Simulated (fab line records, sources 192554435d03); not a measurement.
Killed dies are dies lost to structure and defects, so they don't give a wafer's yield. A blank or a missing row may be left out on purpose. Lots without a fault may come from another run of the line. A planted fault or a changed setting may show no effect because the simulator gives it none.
Chamber matching | flow n5_finfet | N5_BEOL_M5_STRIP_64 on rie_diel-06: 4 sister chambers
The step strips in CF4. 14 wafers are shown with their chamber, then 7 later ones without.

WAFERS WITH THEIR CHAMBER
wafer  | chamber | drypump_motor_current_A (A) | showerhead_plenum_p_Torr (Torr) | throttle_valve_pct (%)
L252.2 | 1       | 5.0                         | 1.79                            | 13.69
L252.5 | 2       | 6.6                         | 1.81                            | 13.59
L252.6 | 1       | 5.0                         | 1.79                            | 13.68
L253.2 | 1       | 5.0                         | 1.79                            | 13.69
L253.3 | 2       | 6.6                         | 1.81                            | 13.63
L253.6 | 0       | 5.1                         | 1.81                            | 13.46
L254.2 | 2       | 6.6                         | 1.81                            | 13.64
L254.4 | 3       | 6.6                         | 1.72                            | 13.53
L254.5 | 2       | 6.6                         | 1.81                            | 13.64
L261.2 | 2       | 6.6                         | 1.81                            | 13.64
L261.4 | 3       | 6.6                         | 1.72                            | 13.53
L261.6 | 0       | 5.1                         | 1.80                            | 13.48
L264.1 | 0       | 5.0                         | 1.80                            | 13.48
L264.4 | 2       | 6.6                         | 1.81                            | 13.65

SIGNATURES (means of the wafers above)
reading                  | chamber 0 | chamber 1 | chamber 2 | chamber 3 | scatter within a chamber
drypump_motor_current_A  | 5.067     | 5.000     | 6.600     | 6.600     | 0.0258
showerhead_plenum_p_Torr | 1.8033    | 1.7900    | 1.8100    | 1.7200    | 0.00258
throttle_valve_pct       | 13.4733   | 13.6867   | 13.6317   | 13.5300   | 0.0162
Rule: a wafer's distance from a chamber is the root of the sum, over the readings, of the square of ((its reading less the chamber's mean) divided by the reading's scatter). The wafer belongs to the nearest chamber; if the next one is less than 2 further off, it can't be placed. The scatter: the root of (the sum of the squares of (reading less its chamber's mean) over the shown wafers, divided by (wafers less chambers)).

WAFERS WITHOUT THEIR CHAMBER
wafer  | drypump_motor_current_A (A) | showerhead_plenum_p_Torr (Torr) | throttle_valve_pct (%)
L264.5 | 6.6                         | 1.72                            | 13.56
L274.1 | 6.6                         | 1.72                            | 13.58
L274.5 | 6.6                         | 1.80                            | 13.72
L274.6 | 5.0                         | 1.78                            | 13.78
L275.1 | 6.6                         | 1.80                            | 13.69
L275.2 | 5.0                         | 1.78                            | 13.79
L275.3 | 5.0                         | 1.80                            | 13.55

WHICH CHAMBER EACH WENT THROUGH
wafer  | from the rows above | in truth
L264.5 | 3                   | 3
L274.1 | 3                   | 3
L274.5 | 2                   | 2
L274.6 | 1                   | 1
L275.1 | 2                   | 2
L275.2 | 1                   | 1
L275.3 | 0                   | 0
Placed correctly: 7 of 7. Can't be placed from these rows: 0. Placed wrongly: 0.
